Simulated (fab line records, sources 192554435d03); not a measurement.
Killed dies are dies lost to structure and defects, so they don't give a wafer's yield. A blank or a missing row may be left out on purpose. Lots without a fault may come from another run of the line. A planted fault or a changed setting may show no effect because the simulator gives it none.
A struck lot beside a sound one | flow n5_finfet | 41 steps out of a route of 1938
Sound: wafers L105.1, L105.5, L105.6. Struck: wafers L100.2, L100.5, L100.6. The cause comes at the end.
At each step with rows: each side's tool, then ch and its chambers, then its first start. Under that, the readings that differ: sound wafers | struck wafers | difference of the means | sigmas: that difference in standard deviations of wafers without a fault.
alike: readings whose means differ by less than 2 such deviations, and words and numbers that are the same on both sides. not compared: withheld readings, readings that some wafer has no value for, bounds like >300 that may hide the same value, and numbers for which the record gives no deviation and whose values overlap.
The two part at a step that has a row with sigmas, a row that says differs or no value, or rows on one side only. Numbers that don't overlap but have no deviation are shown without sigmas and don't part them. A reading that every wafer of one side lacks parts them only if that side has two wafers or more.

first, 11 steps without rows for these wafers: N5_BEOL_M0_SAQP_STRIP_113 (strips in CHF3/O2); N5_BEOL_M0_SAQP_MANDREL_ETCH_20 (etches a-Si in HBr/Cl2, stops on SiNx, target depth 60 nm, bt time 10 s, time 30 s); N5_BEOL_M0_SAQP_STRIP_86 (strips in N2/H2); N5_BEOL_M0_SAQP_STRIP_115 (strips in post etch residue remover, time 60 s); N5_BEOL_M0_SAQP_SRD_93 (time 30 s); N5_BEOL_M0_SAQP_RECESS_114 (chemistry HF/NH3, target SiO2, target depth 14.4 nm, afs cycles 3, sublimation time 60 s); N5_BEOL_M0_SAQP_SPACER1_ALD_98 (deposits SiO2, target thk 12.8 nm, pulse time 1 s, purge time 2 s); N5_BEOL_M0_SAQP_SPACER1_ETCHBACK_99 (etches SiO2 in CHF3/O2, target depth 15.4 nm, time 7.7 s); N5_BEOL_M0_SAQP_MANDREL1_REMOVE_100 (chemistry HBr/Cl2/O2, target a-Si, stops on SiNx, bt time 10 s); N5_BEOL_M0_SAQP_ETCH_101 (etches SiNx in CH3F/O2, target depth 29.9 nm, time 42.7 s); N5_BEOL_M0_SAQP_ETCH_102 (etches SiO2 in CF4, target depth 4 nm, time 4.4 s).
N5_BEOL_M0_SAQP_MANDREL_ETCH_103: etches a-Si in HBr/Cl2, stops on SiCN, target depth 45 nm, bt time 10 s, time 27 s.
  sound on rie_si-03 ch 0,3, day 11 00:43; struck on rie_si-06 ch 1,2,3, day 9 21:51
  reading                                         | sound   | struck      | difference | sigmas
  model.SiCN_of_BEOL_M0_SAQP_PECVD_03.thk_nm (nm) | 9 9.4 9 | 9.6 9.8 9.8 | +0.6       |
  alike: HBr_flow_sccm, drypump_motor_current_A, oes_product_au, throttle_valve_pct
  not compared: rf_hours_counter_h
then, 5 steps without rows for these wafers: N5_BEOL_M0_SAQP_RECESS_104 (chemistry HF/NH3, target SiO2, target depth 18 nm, afs cycles 3, sublimation time 60 s); N5_BEOL_M0_SAQP_COAT_105 (time 60 s, resist thk 100 nm); N5_BEOL_M0_SAQP_ETCH_106 (etches SOC in N2/H2, stops on SiNx, target depth 150 nm); N5_BEOL_M0_SAQP_ETCH_107 (etches SiNx in CH3F/O2, target depth 30 nm); N5_BEOL_M0_SAQP_STRIP_108 (strips in N2/H2).
N5_BEOL_M0_SAQP_RECESS_109: chemistry HF/NH3, target SiO2, target depth 3 nm, afs cycles 1, sublimation time 60 s.
  sound on vapor_etch-02 ch 0,1, day 11 01:24; struck on vapor_etch-01 ch 1, day 9 22:35
  reading                                         | sound       | struck      | difference | sigmas
  drypump_motor_current_A (A)                     | 6.1 6.3 6.0 | 4.9 5.0 4.9 | -1.2       | -2
  model.SiCN_of_BEOL_M0_SAQP_PECVD_03.thk_nm (nm) | 8.6 9 8.8   | 9.2 9.4 9.4 | +0.5       |
then, 19 steps without rows for these wafers: N5_BEOL_M0_SAQP_SPACER2_ALD_26 (deposits SiO2, target thk 15 nm, pulse time 1 s, purge time 2 s); N5_BEOL_M0_SAQP_SPACER2_ETCHBACK_27 (etches SiO2 in CHF3/O2, target depth 22.5 nm, time 11.25 s); N5_BEOL_M0_SAQP_MANDREL2_REMOVE_110 (chemistry HBr/Cl2/O2, target a-Si, stops on SiCN, bt time 10 s); N5_BEOL_M0_SAQP_COAT_69 (time 60 s, resist thk 90 nm); N5_BEOL_M0_SAQP_COAT_72 (time 60 s, resist thk 15 nm); N5_BEOL_M0_SAQP_COAT_87 (time 60 s, resist thk 5 nm); N5_BEOL_M0_SAQP_COAT_34 (resist thk 30 nm); N5_BEOL_M0_SAQP_EBR_36; N5_BEOL_M0_SAQP_SOFTBAKE_35 (time 60 s); N5_BEOL_M0_SAQP_EXPOSE_37 (exposes mask M0 CUT1, target cd 30 nm); N5_BEOL_M0_SAQP_PEB_38 (peb time 60 s); N5_BEOL_M0_SAQP_DEVELOP_39 (develop time 30 s); N5_BEOL_M0_SAQP_DESCUM_45 (chemistry O2, time 7 s); N5_BEOL_M0_SAQP_ETCH_88 (etches underlayer in N2/H2, target depth 6.5 nm, time 5.2 s); N5_BEOL_M0_SAQP_ETCH_73 (etches SiARC in CF4, target depth 19.5 nm, time 32.5 s); N5_BEOL_M0_SAQP_CUT_ETCH_46 (etches SOC in N2/H2, target depth 135 nm, overetch 27 nm, time 202.5 s); N5_BEOL_M0_SAQP_STRIP_74 (strips in N2/H2); N5_BEOL_M0_SAQP_STRIP_89 (strips in N2/H2); N5_BEOL_M0_SAQP_ALD_48 (deposits SiO2, target thk 20 nm, pulse time 1 s, co reactant pulse time 1 s).
N5_BEOL_M0_ETCH_138: etches SiCN in CH3F/O2, target depth 12 nm, time 31.6 s.
  sound on rie_diel-06 ch 0,2,3, day 11 04:46; struck on rie_diel-06 ch 1,2, day 10 02:05
  reading                  | sound             | struck          | difference | sigmas
  model.etch.depth_nm (nm) | 8.688 9.025 8.717 | 9.209 9.4 9.435 | +0.538     |
  alike: O2_flow_sccm, drypump_motor_current_A, etch_rf_on_time_s, oes_product_au, rf_vpp_V, showerhead_plenum_p_Torr, throttle_valve_pct
  not compared: rf_hours_counter_h
N5_BEOL_M0_ETCH_128: etches SiCN in CF4/N2, target depth 12 nm, overetch 5.1 nm, time 21.4 s.
  sound on rie_diel-03 ch 0,3, day 11 06:03; struck on rie_diel-03 ch 0,3, day 10 04:26
  reading                  | sound             | struck          | difference | sigmas
  model.etch.depth_nm (nm) | 8.688 9.025 8.717 | 9.209 9.4 9.435 | +0.538     |
  alike: drypump_motor_current_A, oes_product_au, rf_vpp_V, showerhead_plenum_p_Torr, throttle_valve_pct
  not compared: rf_hours_counter_h
-- the record jumps here: 2 days lie between the struck wafers' starts before and after (it left off in module BEOL_M0 and takes up again in module BEOL_M4, whose first step shown is number 1111 of the route) --
N5_BEOL_M4_RC_MEAS_101:
  sound on prober-01 ch 0, day 13 10:31; struck on prober-02 ch 0, day 12 10:18
  reading        | sound          | struck         | difference | sigmas
  IOFF_P (nA/um) | 0.14 0.13 0.18 | 0.23 0.24 0.23 | +0.08      | +2
  ION_N (uA/um)  | 638 661 663    | 694 700 673    | +35        | +3
  ION_P (uA/um)  | 443 452 455    | 475 476 463    | +21        | +3
  VT_N (mV)      | 257 255 253    | 247 248 250    | -7         | -2
  VT_P (mV)      | -259 -258 -255 | -247 -245 -249 | +10        | +3
  alike: DIBL_N, DIBL_P, IOFF_N, SS_N, SS_P
then, 1 step without rows for these wafers: N5_PASSIVATION_PROBE_49.

WHERE THEY PART
First at N5_BEOL_M0_SAQP_RECESS_109; last, within this record, at N5_BEOL_M4_RC_MEAS_101.

WHY: what the simulator had put in
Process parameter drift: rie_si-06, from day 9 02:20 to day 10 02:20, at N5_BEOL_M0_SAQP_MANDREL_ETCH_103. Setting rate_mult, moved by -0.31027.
